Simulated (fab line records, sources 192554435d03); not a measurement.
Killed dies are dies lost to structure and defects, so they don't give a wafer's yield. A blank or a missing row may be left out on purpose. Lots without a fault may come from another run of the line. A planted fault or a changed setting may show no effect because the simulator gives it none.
fab line records | flow n5_finfet
record lots=10 wafers=30 last_day=19
route steps=1938 shown STI_FIN_REVEAL@191 DUMMY_GATE@219 BEOL_M4@1111
lots that met no fault: from a run of the same line without faults
start_h: hours from the record's first day to the start of the lot's first wafer shown | wait_h: hours since the lot's step before | " the same as in the row above | L1.1+2: a row that stands for several wafers | - no value, or no start given | * or withheld: withheld | < > ~ a bound
route shown NAME@n: a module of which the file shows steps, and the number in the route of the first | usual: mean/standard deviation of fault-free wafers | same: alike in all rows | chamber/n: place in a boat | sites: the reading at each site | _std_site: their standard deviation | _edge_site: outer sites' mean less inner sites' | radius_mm: how far each site lies from the wafer's centre | mask NAME#n: copy n | behind: the tool/chamber that last shaped the wafer | hold: why the lot was held/for how many hours/how that ended | device: the transistor (n, p or np) that didn't switch | end of line: the same wafers' tests at the end of the route | a step without rows: its recipe alone | killed: dies lost to structure and defects at the first sort, not the wafer's yield | map: a wafer's dies, x killed, . not, _ none there
set.NAME: the setting as run; set.NAME@STEP: as run at that earlier step | model.NAME: the simulator's own value behind a step, which no gauge read
steps of the route over a sample of lots; a table a step, a row a wafer
services: from which hour (start_h, from the record's first day; less than 0 if before it) a tool's chamber was out of use, for how many hours, and why
## steps
# step N5_STI_FIN_REVEAL_STRIP_24
# recipe chemistry=N2/H2 time_s=90 power_w=100 temp_c=40 pressure_mtorr=100 rf_frequency_hz=6e+07 bias_power_w=3 n2_flow_sccm=300 h2_flow_sccm=300
# usual drypump_motor_current_A=5.5/0.35 oes_product_au=0.83/0.096 rf_vpp_V=45.5/0.83 showerhead_plenum_p_Torr=3.44/0.087 temp_c=40.02/0.11 throttle_valve_pct=12.12/0.22
# columns lot.wafer tool chamber start_h wait_h drypump_motor_current_A oes_product_au rf_hours_counter_h rf_vpp_V showerhead_plenum_p_Torr temp_c throttle_valve_pct
L316.2 rie_diel-02 3 36.81 0.0 5.1 0.78 124 47.6 3.52 40.18 12.07
L316.3 " 0 " " 5.7 0.72 176 46.2 3.51 39.99 12.63
L316.4 " 1 " " 4.7 0.89 48 45.5 3.43 40.06 12.20
L319.4 rie_diel-01 0 54.01 0.0 5.3 0.96 - 44.9 3.58 40.15 11.81
L319.5 " 2 " " 6.1 0.98 - 46.6 3.59 39.92 11.76
L319.6 " 1 " " 5.9 0.72 - 44.1 3.49 40.16 12.28
L321.2 rie_diel-04 0 64.15 0.0 5.8 0.74 180 46.5 3.35 39.88 12.26
L321.5 " 3 " " 5.6 0.93 - 44.8 3.44 40.21 11.98
L321.6 " 2 " " 5.4 0.92 - 46.2 3.45 40.00 12.05
L327.1 rie_diel-04 2 99.52 0.0 5.4 0.89 38 44.4 3.44 40.07 12.09
L327.2 " 0 " " 5.8 0.74 193 45.3 3.35 39.92 12.28
L327.3 " 1 " " 5.4 0.97 5 44.5 3.33 40.07 12.01
L328.4 rie_diel-02 0 110.61 0.0 5.7 0.70 201 44.2 3.49 40.05 12.67
L328.5 " 1 " " 4.7 0.86 - 44.8 3.42 40.12 12.27
L328.6 " 0 " " 5.7 0.71 - 45.5 3.49 40.17 12.69
L329.2 rie_diel-04 0 113.70 0.0 5.8 0.73 198 44.6 3.34 40.14 12.30
L329.4 " 3 " " 5.7 0.89 31 44.6 3.43 40.04 12.03
L329.5 " 0 " " 5.7 0.73 - 45.2 3.34 40.12 12.32
L330.2 rie_diel-01 1 119.99 0.0 5.9 0.70 203 45.3 3.48 39.95 12.34
L330.3 " 2 " " 6.1 0.91 29 45.4 3.57 39.95 11.82
L330.5 " 1 " " 5.9 0.69 - 45.1 3.48 39.96 12.34
L337.2 rie_diel-02 3 161.50 0.0 5.1 0.73 168 45.0 3.50 40.06 12.19
L337.3 " 0 " " 5.7 0.70 216 44.6 3.49 40.05 12.73
L337.6 " 0 " " 5.7 0.70 - 45.1 3.49 40.18 12.73
L338.4 rie_diel-04 2 172.68 0.0 5.4 0.85 65 44.3 3.43 39.91 12.15
L338.5 " 3 " " 5.6 0.86 - 46.2 3.42 39.90 12.07
L338.6 " 2 " " 5.4 0.85 - 46.3 3.43 39.97 12.16
L339.1 rie_diel-01 1 176.19 0.0 5.9 0.70 218 46.8 3.47 40.00 12.40
L339.3 " 2 " " 6.1 0.88 49 45.3 3.56 39.91 11.87
L339.6 " 1 " " 5.9 0.68 - 44.9 3.47 39.97 12.38
# step N5_STI_FIN_REVEAL_RECESS_09
# recipe chemistry=HF/NH3 target=SiO2 afs_cycles=11 target_depth_a=425 temp_c=30 sublimation_temp_c=180 sublimation_time_s=60
# usual drypump_motor_current_A=5.77/0.19 temp_c=30.00/0.12
# columns lot.wafer tool chamber start_h wait_h drypump_motor_current_A temp_c
L316.2 vapor_etch-02 1 37.03 0.0 5.74 30.00
L316.3 " 1 " " 5.74 30.01
L316.4 " 0 " " 5.75 30.15
L319.4 vapor_etch-02 1 54.70 0.6 5.73 30.18
L319.5 " 1 " " 5.70 30.29
L319.6 " 0 " " 5.73 29.79
L321.2 vapor_etch-01 1 64.37 0.0 6.10 30.00
L321.5 " 0 65.43 1.1 5.57 29.93
L321.6 " 1 " " 6.11 29.99
L327.1 vapor_etch-01 0 99.74 0.0 5.55 29.86
L327.2 " 1 " " 6.09 30.03
L327.3 " 1 " " 6.11 30.03
L328.4 vapor_etch-01 1 111.38 0.6 6.10 29.86
L328.5 " 1 " " 6.08 29.94
L328.6 " 0 " " 5.53 30.13
L329.2 vapor_etch-01 1 113.93 0.0 6.10 30.02
L329.4 " 0 " " 5.54 30.12
L329.5 " 0 " " 5.55 30.08
L330.2 vapor_etch-02 1 120.21 0.0 5.71 29.97
L330.3 " 0 " " 5.74 30.01
L330.5 " 0 " " 5.75 30.13
L337.2 vapor_etch-02 0 161.71 0.0 5.73 30.01
L337.3 " 1 " " 5.72 30.00
L337.6 " 0 " " 5.73 29.97
L338.4 vapor_etch-02 0 173.58 0.7 5.75 30.10
L338.5 " 0 " " 5.75 30.03
L338.6 " 1 " " 5.72 29.92
L339.1 vapor_etch-02 0 176.41 0.0 5.75 29.94
L339.3 " 0 " " 5.76 29.89
L339.6 " 0 " " 5.75 29.90
# step N5_DUMMY_GATE_THK_MEAS_05
# usual thk_nm=72.0/0.96
# columns lot.wafer tool chamber start_h wait_h thk_nm
L316.2 film_metro-01 - 45.86 0.1 70.4
L316.3 " - " " 72.1
L316.4 " - " " 71.7
L319.4 film_metro-01 - 61.18 0.2 70.8
L319.5 " - " " 70.8
L319.6 " - " " 71.1
L321.2 film_metro-01 - 73.16 0.2 72.6
L321.5 " - " " 72.4
L321.6 " - " " 72.2
L327.1 film_metro-01 - 106.99 0.2 71.9
L327.2 " - " " 71.9
L327.3 " - " " 72.7
L328.4 film_metro-01 - 118.64 0.2 72.5
L328.5 " - " " 71.9
L328.6 " - " " 72.6
L329.2 film_metro-02 - 121.01 0.1 73.2
L329.4 " - " " 72.2
L329.5 " - " " 72.9
L330.2 film_metro-01 - 127.34 0.1 71.4
L330.3 " - " " 71.7
L330.5 " - " " 71.3
L337.2 film_metro-02 - 169.20 0.1 72.4
L337.3 " - " " 72.8
L337.6 " - " " 72.8
L338.4 film_metro-02 - 180.06 0.2 72.8
L338.5 " - " " 73.7
L338.6 " - " " 71.4
L339.1 film_metro-02 - 184.70 0.2 71.5
L339.3 " - " " 72.3
L339.6 " - " " 71.7
# step N5_DUMMY_GATE_COAT_34
# recipe resist=SOC temp_c=250 time_s=60 spin_rpm=1500 resist_thk_nm=60
# usual chill_plate_temp_C=23.00/0.1 spin_speed_rpm=1499.8/1.2
# columns lot.wafer tool chamber start_h wait_h chill_plate_temp_C spin_speed_rpm
L316.2 litho_track-04 0 49.89 0.0 22.92 1499.6
L316.3 " 0 " " 22.92 1500.3
L316.4 " 0 " " 22.98 1499.1
L319.4 litho_track-04 0 65.22 0.0 23.09 1498.4
L319.5 " 0 " " 22.99 1498.7
L319.6 " 0 " " 22.95 1499.4
L321.2 litho_track-01 0 77.20 0.0 23.02 1500.5
L321.5 " 0 " " 23.11 1499.4
L321.6 " 0 " " 23.03 1499.9
L327.1 litho_track-01 0 111.03 0.0 22.96 1500.4
L327.2 " 0 " " 23.01 1499.2
L327.3 " 0 " " 22.77 1500.8
L328.4 litho_track-04 0 122.66 0.0 23.07 1498.9
L328.5 " 0 " " 23.12 1497.4
L328.6 " 0 " " 23.00 1498.0
L329.2 litho_track-01 0 125.05 0.0 23.02 1544.3
L329.4 " 0 " " 23.12 1543.0
L329.5 " 0 " " 23.11 1543.2
L330.2 litho_track-01 0 131.69 0.0 23.18 1544.2
L330.3 " 0 " " 23.09 1541.9
L330.5 " 0 " " 22.92 1542.0
L337.2 litho_track-05 0 173.24 0.0 22.80 1500.0
L337.3 " 0 " " 22.87 1499.6
L337.6 " 0 " " 22.77 1499.0
L338.4 litho_track-04 0 184.08 0.0 22.80 1499.0
L338.5 " 0 " " 22.85 1497.5
L338.6 " 0 " " 23.06 1499.8
L339.1 litho_track-05 0 188.73 0.0 23.09 1500.0
L339.3 " 0 " " 23.09 1498.3
L339.6 " 0 " " 22.98 1499.2
# step N5_BEOL_M4_RC_MEAS_101
# usual DIBL_N=36.2/1.2 DIBL_P=36.3/1.3 IOFF_N=0.155/0.019 IOFF_P=0.210/0.029 ION_N=677/8.6 ION_P=465/6.8 SS_N=71.4/0.48 SS_P=73.2/0.53 VT_N=249.9/2.4 VT_P=-250/3.2
# columns lot.wafer tool chamber start_h wait_h DIBL_N[mV/V] DIBL_P[mV/V] IOFF_N[nA/um] IOFF_P[nA/um] ION_N[uA/um] ION_P[uA/um] SS_N[mV/dec] SS_P[mV/dec] VT_N[mV] VT_P[mV]
L316.2 prober-02 0 158.43 0.2 36.5 36.8 0.157 0.199 672 464 71.7 72.9 250.5 -252
L316.3 " 0 " " 36.3 36.4 0.153 0.198 673 459 71.1 73.6 251.6 -250
L316.4 " 0 " " 37.5 37.9 0.178 0.220 685 469 71.9 72.6 249.3 -250
L319.4 prober-01 0 188.14 0.5 34.5 35.1 0.138 0.196 682 470 70.4 73.4 250.0 -249
L319.5 " 0 " " 34.6 34.9 0.140 0.194 670 465 70.7 72.7 251.1 -251
L319.6 " 0 " " 34.0 34.1 0.121 0.177 664 456 70.3 72.9 253.0 -254
L321.2 prober-02 0 206.36 0.2 37.6 37.0 0.164 0.198 679 458 71.6 73.7 248.7 -252
L321.5 " 0 " " 37.2 36.6 0.149 0.181 673 457 71.4 74.1 252.1 -253
L321.6 " 0 " " 36.1 35.7 0.144 0.183 674 465 71.0 73.3 251.6 -251
L327.1 prober-01 0 253.57 0.0 35.5 35.8 0.165 0.222 687 467 71.0 73.1 245.4 -249
L327.2 " 0 " " 37.7 37.8 0.204 0.267 678 470 71.8 73.8 246.3 -248
L327.3 " 0 " " 35.9 35.3 0.152 0.218 678 469 71.9 73.3 252.4 -250
L328.4 prober-01 0 261.68 0.5 35.9 36.1 0.138 0.197 662 462 71.7 73.6 251.8 -250
L328.5 " 0 " " 34.9 34.8 0.127 0.173 664 461 71.5 72.1 252.5 -252
L328.6 " 0 " " 37.9 38.3 0.181 0.234 681 466 72.2 73.4 248.7 -250
L329.2 prober-01 0 268.20 0.2 37.0 35.5 0.158 0.207 678 463 71.4 73.4 250.1 -250
L329.4 " 0 " " 35.7 34.1 0.138 0.196 683 472 71.5 72.2 250.8 -245
L329.5 " 0 " " 39.4 38.0 0.196 0.252 681 469 71.9 73.3 247.5 -245
L330.2 prober-02 0 273.99 0.2 35.4 37.3 0.158 0.225 674 462 71.5 74.0 251.2 -249
L330.3 " 0 " " 34.9 36.4 0.147 0.215 675 469 71.8 73.4 249.0 -249
L330.5 " 0 " " 35.6 37.5 0.172 0.238 680 472 70.5 73.7 248.5 -246
L337.2 prober-02 0 308.16 0.2 37.6 36.5 0.155 0.207 665 457 71.7 72.6 250.2 -250
L337.3 " 0 " " 37.3 37.1 0.156 0.218 680 465 71.6 72.3 250.3 -249
L337.6 " 0 " " 37.2 36.3 0.147 0.203 671 467 71.3 73.1 250.7 -249
L339.1 prober-02 0 322.78 0.0 35.4 33.4 0.128 0.159 657 451 70.9 72.4 252.2 -254
L339.3 " 0 " " 36.9 35.5 0.159 0.188 673 459 71.7 72.8 250.4 -251
L339.6 " 0 " " 37.4 36.0 0.164 0.199 674 458 71.9 73.6 249.7 -252
L338.4 prober-02 0 329.51 0.5 36.7 36.1 0.170 0.206 676 466 71.5 73.0 247.0 -251
L338.5 " 0 " " 36.6 35.9 0.166 0.199 676 461 70.6 73.5 250.3 -252
L338.6 " 0 " " 37.7 38.0 0.184 0.240 690 471 72.1 73.9 245.6 -249
## services
# columns tool chamber start_h hours kind
rie_diel-01 2 24.16 - clean
rie_diel-01 2 24.16 - consumable_replace:focus_ring
rie_diel-01 2 24.16 - consumable_replace:showerhead
rie_diel-01 2 24.16 20.6 scheduled_down
rie_diel-01 2 24.16 20.6 vent_cycle
rie_diel-04 0 37.44 4.8 repair
rie_diel-01 3 44.76 - clean
rie_diel-01 3 44.76 - consumable_replace:focus_ring
rie_diel-01 3 44.76 18.8 scheduled_down
rie_diel-04 1 51.96 - clean
rie_diel-04 1 51.96 - consumable_replace:focus_ring
rie_diel-04 1 51.96 30.9 scheduled_down
rie_diel-04 1 51.96 30.9 vent_cycle
litho_track-01 - 58.87 - consumable_replace:filter
vapor_etch-02 - 87.54 0.3 repair
rie_diel-04 - 89.16 0.4 repair
vapor_etch-01 - 98.38 0.1 repair
rie_diel-02 0 113.52 7.3 repair
rie_diel-01 1 136.85 10.3 repair
rie_diel-02 1 137.28 9.5 repair
vapor_etch-01 - 144.17 28.1 pm
rie_diel-04 3 144.66 14.2 repair
rie_diel-02 - 159.50 1.4 repair
rie_diel-01 0 183.85 7.7 repair
## key
first_sign step=N5_DUMMY_GATE_COAT_34 reading=spin_speed_rpm direction=up sigmas=35 usual=* struck=*
effect none on later readings
met_at N5_DUMMY_GATE_COAT_34
struck_lots L329,L330
not_acting_at N5_STI_FIN_REVEAL_STRIP_24,N5_STI_FIN_REVEAL_RECESS_09,N5_DUMMY_GATE_THK_MEAS_05
onset_between 111.03 125.05
fault kind=process_parameter_drift tool=litho_track-01 chamber=- onset_h=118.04 steps=N5_DUMMY_GATE_COAT_34 channel=spin_rpm offset=* shape=step end_h=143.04 acts_in=* stated=*
